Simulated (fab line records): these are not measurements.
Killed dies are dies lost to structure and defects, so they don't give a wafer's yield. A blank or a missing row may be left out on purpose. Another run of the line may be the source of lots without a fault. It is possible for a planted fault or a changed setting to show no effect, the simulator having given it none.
Struck lot and sound lot, side by side || flow nandHarc || 40 out of 1302 route steps
Sound: the wafers L453.1, L453.2, L453.3. Struck: wafer L458.6 (left out: L458.3, L458.4 of the same lot, which were not struck); the cause appears at the end.
Order at every step that has rows: each side's tool, ch and its chambers, its first start. Under that, the readings that differ: sound wafers || struck wafers || difference of the means || sigmas: that difference in standard deviations of wafers without a fault.
alike: words and numbers the same on both sides, and readings whose means are apart by under 2 such deviations; not compared: readings that were withheld, readings missing a value for some wafer, numbers with overlapping values and no deviation given by the record, and bounds like >300 which may hide the same value.
Wherever a step has rows on one side only, a row that says differs or no value, or a row with sigmas, the two part there. Non-overlapping numbers with no deviation appear without sigmas and do not part them. A reading that every wafer of one side lacks parts them only if that side has two wafers or more.

first, 4 steps without rows for these wafers: NHARC_A_BONDPAD_HARDBAKE_10 (time 65 s); NHARC_A_BONDPAD_DESCUM_11 (chemistry O2, time 3 s); NHARC_A_BONDPAD_ETCH_34 (etches the open film in N2/H2, target depth 60 nm, overetch 18 nm, time 65.91 s); NHARC_A_BONDPAD_ETCH_12 (etches the open film in CHF3/O2, target depth 220 nm, time 110 s).
NHARC_A_BONDPAD_CD_MEAS_13:
  struck on cdSem-03, day 26 23:12; sound on cdSem-01, day 24 06:51
  alike: cdNm
NHARC_A_BONDPAD_STRIP_15: strips in O2.
  sound on rieDiel-04 ch 0,2,3, day 24 06:56; struck on rieDiel-13 ch 1, day 26 23:17
  alike: drypumpMotorCurrentA, oesProductAu, rfVppV, showerheadPlenumPTorr, throttleValvePct
  not compared: rfHoursCounterH
then, 3 steps without rows for these wafers: NHARC_A_BONDPAD_ETCH_24 (etches the open film in CF4/N2, target depth 30 nm, time 72.99 s); NHARC_A_BONDPAD_STRIP_16 (strips in post etch residue remover, time 600 s); NHARC_A_BONDPAD_DEGAS_25 (time 60 s).
NHARC_A_BONDPAD_PRE_CLEAN_26: time 30 s.
  sound on pvdSputter-01; struck on pvdSputter-03
  alike: heaterPowerW
then, 2 steps without rows for these wafers: NHARC_A_BONDPAD_PVD_17 (deposits TaN, target thk 5 nm, time 8.06 s); NHARC_A_BONDPAD_PVD_27 (deposits Cu, target thk 30 nm, time 20.49 s).
NHARC_A_BONDPAD_ECD_18: material Cu, target thk 400 nm.
  sound on ecdCu-02 ch 0,1, day 24 07:51; struck on ecdCu-02 ch 0,1, day 27 00:17
NHARC_A_BONDPAD_ANNEAL_28: time 90 s.
  sound on rtpAnneal-01 ch 0, day 24 08:13; struck on rtpAnneal-01 ch 0, day 27 00:40
  alike: wafer_temp_C_max
NHARC_A_BONDPAD_CMP_19: polishes, t overpolish 30 s, cu recess touch 16 s, target thk 169.82 nm.
  sound on cmp-02 ch 0,2,3, day 24 08:34; struck on cmp-04 ch 3, day 27 00:56
  alike: motorCurrentA, overpolishRunS
then, 1 step without rows for these wafers: NHARC_A_BONDPAD_SRD_21 (time 30 s, dry time 20 s).
NHARC_A_BONDPAD_INSPECT_23:
  struck on defectInspect-02, day 27 01:26; sound on defectInspect-01, day 24 09:10
  alike: rawDefectCount
then, 5 steps without rows for these wafers: NHARC_HYBRID_BOND_ACTIVATE_00 (chemistry N2, time 60 s); NHARC_HYBRID_BOND_PRECLEAN_01 (cleans in DIW, time 300 s); NHARC_HYBRID_BOND_SRD_02 (time 30 s, dry time 20 s); NHARC_HYBRID_BOND_BOND_03; NHARC_HYBRID_BOND_ANNEAL_04 (time 7200 s).
NHARC_HYBRID_BOND_OVL_MEAS_05:
  rows exist in the record for the sound wafers here (overlay-01, day 24 22:22), none for the struck ones
NHARC_HYBRID_BOND_INSPECT_06: inspects for defects (ir void).
  rows exist in the record for the sound wafers here (defectInspect-01, day 24 23:44), none for the struck ones
after that, 1 step had no rows for these wafers: NHARC_THIN_TSV_GRIND_00.
NHARC_THIN_TSV_CMP_01: polishes.
  the record has rows for the sound wafers here (cmp-04 ch 1,2,3, day 25 03:26) and none for the struck ones
NHARC_THIN_TSV_THK_MEAS_02: measures by ir.
  rows exist in the record for the sound wafers here (filmMetro-02, day 25 03:41), none for the struck ones
then, 12 steps without rows for these wafers: NHARC_THIN_TSV_SRD_03; NHARC_THIN_TSV_PRECLEAN_41 (cleans in SC1); NHARC_THIN_TSV_SRD_42; NHARC_THIN_TSV_DEP_43 (deposits SiO2, target thk 1328.5 nm); NHARC_THIN_TSV_DEHYDRATE_04 (time 120 s); NHARC_THIN_TSV_HMDS_05 (time 30 s); NHARC_THIN_TSV_COAT_06; NHARC_THIN_TSV_SOFTBAKE_07 (time 95 s); NHARC_THIN_TSV_EBR_08; NHARC_THIN_TSV_EXPOSE_09 (exposes mask TSV); NHARC_THIN_TSV_PEB_10 (peb time 85 s); NHARC_THIN_TSV_DEVELOP_11 (time 70 s).
NHARC_END_SORT_01:
  here the record holds rows for the struck wafers (prober-02 ch 0, day 28 13:01) but none for the sound ones

== WHERE THEY PART ==
Last at NHARC_END_SORT_01 as far as this record goes, first at NHARC_HYBRID_BOND_OVL_MEAS_05.

WHY: what had been put in by the simulator
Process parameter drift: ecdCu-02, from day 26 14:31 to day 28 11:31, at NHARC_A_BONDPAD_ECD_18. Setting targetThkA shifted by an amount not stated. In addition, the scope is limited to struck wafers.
